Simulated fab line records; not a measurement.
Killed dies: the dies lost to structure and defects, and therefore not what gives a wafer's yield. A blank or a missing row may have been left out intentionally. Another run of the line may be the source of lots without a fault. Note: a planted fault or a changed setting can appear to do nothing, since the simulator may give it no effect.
Which tool did it? + flow n5-finfet + 10 lots, 30 wafers sampled, at 5 steps of a route of 1938

WHAT THE GAUGES SHOWED, per wafer
N5_PMOS_HMC_CHANNEL_EPI_OVL_MEAS_10.
| lot  | measured    | on         | PMOS_HMC_BLK_OVL (nm) |
|------|-------------|------------|-----------------------|
| L948 | day 1 23:29 | overlay-01 | -0.4 0.0 -0.7         |
| L949 | day 2 05:35 | overlay-02 | 0.3 -0.3 0.5          |
| L950 | day 2 11:13 | overlay-01 | 0.1 0.0 0.1           |
| L952 | day 2 23:12 | overlay-01 | -0.3 -0.4 0.1         |
| L956 | day 3 23:24 | overlay-01 | 0.0 0.1 0.0           |
| L957 | day 4 04:52 | overlay-02 | -0.5 -0.1 -0.6        |
| L958 | day 4 11:15 | overlay-02 | -0.1 0.6 0.2          |
| L963 | day 5 17:03 | overlay-02 | 0.8 0.2 -0.3          |
| L964 | day 5 23:29 | overlay-02 | -0.5 -0.7 1.0         |
| L965 | day 6 14:01 | overlay-01 | -0.3 -0.1 -0.3        |

N5_BEOL_M4_RC_MEAS_101.
| lot  | measured     | on        | CJ_N           | DIBL_N (mV/V)  | DIBL_P (mV/V)  | IOFF_N (nA/um)    | IOFF_P (nA/um) | ION_N (uA/um) | ION_P (uA/um) | RS_PWELL (ohm/sq) | SS_N (mV/dec)  | SS_P (mV/dec)  | VT_N (mV)         | VT_P (mV)      |
|------|--------------|-----------|----------------|----------------|----------------|-------------------|----------------|---------------|---------------|-------------------|----------------|----------------|-------------------|----------------|
| L948 | day 7 20:24  | prober-01 | 4.28 4.22 4.27 | 37.7 36.3 38.5 | 38.5 36.5 39.0 | 0.175 0.146 0.194 | 0.26 0.22 0.27 | 683 676 683   | 474 472 468   | 3005 3021 3011    | 72.3 71.1 72.0 | 74.0 73.0 74.1 | 251.0 251.9 247.4 | -247 -250 -245 |
| L949 | day 8 02:20  | prober-01 | 4.33 4.29 4.28 | 35.1 34.4 34.1 | 35.1 34.7 33.3 | 0.140 0.130 0.114 | 0.18 0.18 0.16 | 670 663 656   | 458 461 449   | 3001 2997 3004    | 71.4 70.9 71.2 | 73.4 73.1 72.0 | 250.7 255.0 254.7 | -254 -254 -255 |
| L950 | day 8 17:38  | prober-01 | 4.46 4.50 4.55 | 36.9 38.4 36.7 | 36.6 37.3 35.5 | 0.154 0.171 0.148 | 0.22 0.22 0.20 | 666 669 670   | 461 461 458   | 3044 3032 3002    | 72.4 71.9 71.7 | 73.5 74.1 72.9 | 254.4 251.4 253.9 | -251 -252 -252 |
| L952 | day 9 00:47  | prober-02 | 4.40 4.27 4.25 | 37.8 37.4 35.7 | 36.5 37.5 34.7 | 0.156 0.165 0.122 | 0.20 0.21 0.17 | 672 676 653   | 455 462 452   | 3004 3041 3054    | 70.3 71.3 70.5 | 73.7 73.5 72.9 | 252.7 248.5 254.3 | -250 -248 -253 |
| L956 | day 10 02:59 | prober-02 | 4.05 3.87 3.90 | 37.7 35.9 35.7 | 38.5 37.4 37.4 | 0.186 0.159 0.167 | 0.24 0.22 0.22 | 699 687 696   | 475 467 477   | 2913 2890 2916    | 72.2 71.1 71.1 | 73.9 73.5 73.4 | 245.5 250.5 247.3 | -249 -249 -248 |
| L957 | day 10 01:27 | prober-01 | 4.02 4.01 4.10 | 35.1 35.2 34.3 | 35.7 35.6 33.3 | 0.141 0.146 0.131 | 0.19 0.20 0.17 | 673 684 672   | 468 468 462   | 2978 2973 2934    | 71.4 71.4 70.6 | 73.3 72.9 73.1 | 251.9 252.0 254.0 | -252 -251 -252 |
| L958 | day 10 11:46 | prober-01 | 4.07 4.15 4.17 | 35.1 36.6 38.3 | 35.8 37.3 39.0 | 0.144 0.178 0.212 | 0.19 0.20 0.25 | 672 692 705   | 463 464 474   | 2954 2952 2977    | 70.5 70.8 72.8 | 73.5 73.8 73.6 | 250.8 245.5 246.3 | -250 -251 -246 |
| L963 | day 12 12:49 | prober-02 | 4.42 4.33 4.26 | 36.2 35.3 35.5 | 35.3 34.9 35.6 | 0.141 0.142 0.138 | 0.18 0.18 0.18 | 677 668 685   | 464 460 457   | 3021 3006 3017    | 70.7 71.1 71.1 | 73.0 72.6 73.1 | 250.3 249.4 251.5 | -253 -252 -254 |
| L964 | day 12 15:55 | prober-01 | 4.50 4.45 4.27 | 36.6 37.2 35.2 | 37.1 37.6 36.7 | 0.172 0.176 0.142 | 0.21 0.22 0.20 | 666 669 673   | 463 458 462   | 2987 3011 3002    | 72.4 72.7 71.5 | 72.5 74.3 73.6 | 249.4 250.6 252.4 | -252 -252 -253 |
| L965 | day 12 17:14 | prober-01 | 4.39 4.35 4.37 | 35.9 37.0 38.6 | 35.2 37.2 40.1 | 0.144 0.162 0.212 | 0.20 0.23 0.30 | 699 691 705   | 475 467 488   | 3026 2992 3023    | 71.7 71.6 72.1 | 73.5 74.1 74.0 | 248.9 248.4 245.7 | -250 -251 -242 |

EACH LOT AND THE TOOL THAT RAN IT (in order: tool; ch and the chambers of the sampled wafers; start)
| lot  | N5_ZERO_LAYER_ETCH_18           | N5_WELL_APT_IMPLANT_32         | N5_PMOS_HMC_CHANNEL_EPI_HM_DEP_34 |
|------|---------------------------------|--------------------------------|-----------------------------------|
| L948 | rie-si-06 ch 2,3, day 1 18:50   | implanter-01 ch 0, day 1 21:37 | pecvd-02 ch 0, day 1 23:03        |
| L949 | rie-si-04 ch 1,2,3, day 2 01:15 | implanter-02 ch 0, day 2 03:40 | pecvd-02 ch 0,1, day 2 05:08      |
| L950 | rie-si-04 ch 0,1,3, day 2 06:47 | implanter-01 ch 0, day 2 09:23 | pecvd-04 ch 0,1,2, day 2 10:47    |
| L952 | rie-si-04 ch 0,1,2, day 2 18:48 | implanter-01 ch 0, day 2 21:21 | pecvd-02 ch 0,1, day 2 22:46      |
| L956 | rie-si-04 ch 0,1,3, day 3 18:55 | implanter-01 ch 0, day 3 21:23 | pecvd-04 ch 0,1,2, day 3 23:05    |
| L957 | rie-si-04 ch 0,1,2, day 4 00:47 | implanter-01 ch 0, day 4 03:13 | pecvd-04 ch 0,1,2, day 4 04:33    |
| L958 | rie-si-06 ch 1,3, day 4 06:49   | implanter-01 ch 0, day 4 09:24 | pecvd-01 ch 1,2, day 4 10:56      |
| L963 | rie-si-06 ch 1,3, day 5 12:47   | implanter-02 ch 0, day 5 15:13 | pecvd-01 ch 1,2, day 5 16:37      |
| L964 | rie-si-01 ch 0,1, day 5 18:47   | implanter-02 ch 0, day 5 21:31 | pecvd-02 ch 0,1, day 5 23:10      |
| L965 | rie-si-01 ch 0,2,3, day 6 08:46 | implanter-02 ch 0, day 6 11:43 | pecvd-01 ch 0,1,2, day 6 13:35    |
- N5_ZERO_LAYER_ETCH_18: etches Si in HBr/Cl2, target depth 120 nm, time 40 s.
- N5_WELL_APT_IMPLANT_32
- N5_PMOS_HMC_CHANNEL_EPI_HM_DEP_34: deposits SiO2 from TEOS/O2, target thk 36 nm, time 6.9 s.

WHAT THE TOOLS THEMSELVES READ (means of the sampled wafers that have a number; where no wafer has one, the mark that the record gives instead)
N5_ZERO_LAYER_ETCH_18.
| lot  | tool      | drypump-motor-current-A (A) | oes-product-au (a.u.) | throttle-valve-pct (%) |
|------|-----------|-----------------------------|-----------------------|------------------------|
| L948 | rie-si-06 | 5.4                         | 1.013                 | 36.28                  |
| L949 | rie-si-04 | 5.7                         | 0.986                 | 35.98                  |
| L950 | rie-si-04 | 5.5                         | 0.993                 | 36.02                  |
| L952 | rie-si-04 | 5.7                         | 1.001                 | 36.08                  |
| L956 | rie-si-04 | 5.6                         | 0.988                 | 36.03                  |
| L957 | rie-si-04 | 5.8                         | 1.000                 | 36.09                  |
| L958 | rie-si-06 | 5.6                         | 1.001                 | 36.33                  |
| L963 | rie-si-06 | 5.7                         | 1.018                 | 36.29                  |
| L964 | rie-si-01 | 5.5                         | 0.999                 | 36.49                  |
| L965 | rie-si-01 | 5.7                         | 1.015                 | 36.37                  |

N5_WELL_APT_IMPLANT_32.
| lot  | tool         | beam-energy-keV |
|------|--------------|-----------------|
| L948 | implanter-01 | 49.997          |
| L949 | implanter-02 | 49.999          |
| L950 | implanter-01 | 49.990          |
| L952 | implanter-01 | 49.996          |
| L956 | implanter-01 | 54.607          |
| L957 | implanter-01 | 54.618          |
| L958 | implanter-01 | 54.616          |
| L963 | implanter-02 | 49.988          |
| L964 | implanter-02 | 49.985          |
| L965 | implanter-02 | 50.006          |

N5_PMOS_HMC_CHANNEL_EPI_HM_DEP_34.
| lot  | tool     | heater-power-w (W) | showerhead-plenum-p-Torr (Torr) | throttle-valve-pct (%) |
|------|----------|--------------------|---------------------------------|------------------------|
| L948 | pecvd-02 | 525                | 8.321                           | 19.5                   |
| L949 | pecvd-02 | 576                | 8.352                           | 19.5                   |
| L950 | pecvd-04 | 507                | 8.346                           | 18.8                   |
| L952 | pecvd-02 | 648                | 8.366                           | 19.5                   |
| L956 | pecvd-04 | 510                | 8.329                           | 19.0                   |
| L957 | pecvd-04 | 478                | 8.342                           | 18.9                   |
| L958 | pecvd-01 | 543                | 8.363                           | 18.1                   |
| L963 | pecvd-01 | 519                | 8.364                           | 18.0                   |
| L964 | pecvd-02 | 582                | 8.349                           | 19.6                   |
| L965 | pecvd-01 | 536                | 8.346                           | 18.4                   |

THE ANSWER, worked out from the rows above alone
Rule: what is usual is taken from the lots themselves. The widest of any qualifying gaps counts: lots, ordered by their means at a reading, are off when they make up no more than a third of the lots, leave a main group of 4 or more, and stand apart from it by 3 or more times the standard deviation of that group's means. Not used: any main group whose means are identical at the precision the tables above print for the reading. A lot without any number at a reading at which 4 lots or more have one is off too. The other lots that the step has rows for count as sound. The gauges are gone through in route order, then the tools' own readings, and for those a lot's mean is taken as printed above. At the first step where some lot is off, the reading lying furthest off is the one used; lots without a number count as furthest.
Off: L956, L957, L958, seen at N5_BEOL_M4_RC_MEAS_101 (RS_PWELL). For the main group the mean is 3014 ohm/sq and the standard deviation 11.
A tool fits if, at a process step before that reading, it ran every lot that is off, and no sound lot after the first of them. Not tried: the gauges at N5_BEOL_M4_RC_MEAS_101; whatever is off there is also off at N5_WELL_APT_IMPLANT_32, on other tools, and gauge error can't account for it. One fits: implanter-01 at N5_WELL_APT_IMPLANT_32. A fault onset in the window from L952 (day 2 21:21, its last sound lot) to L956 (day 3 21:23, its first lot off) fits.
On the lots that are off, the tool's own readings at N5_WELL_APT_IMPLANT_32 differ by more than 5 times the standard deviation of the sound lots' means, which bears it out; beam-energy-keV reads 54.614 there versus 49.994 on the sound lots.

WHAT THE SIMULATOR HAD PUT IN
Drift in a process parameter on implanter-01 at N5_WELL_APT_IMPLANT_32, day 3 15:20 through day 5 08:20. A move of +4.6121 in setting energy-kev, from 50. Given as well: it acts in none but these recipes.
Lots struck among those shown: L956, L957, L958. The rule above reached the same finding.
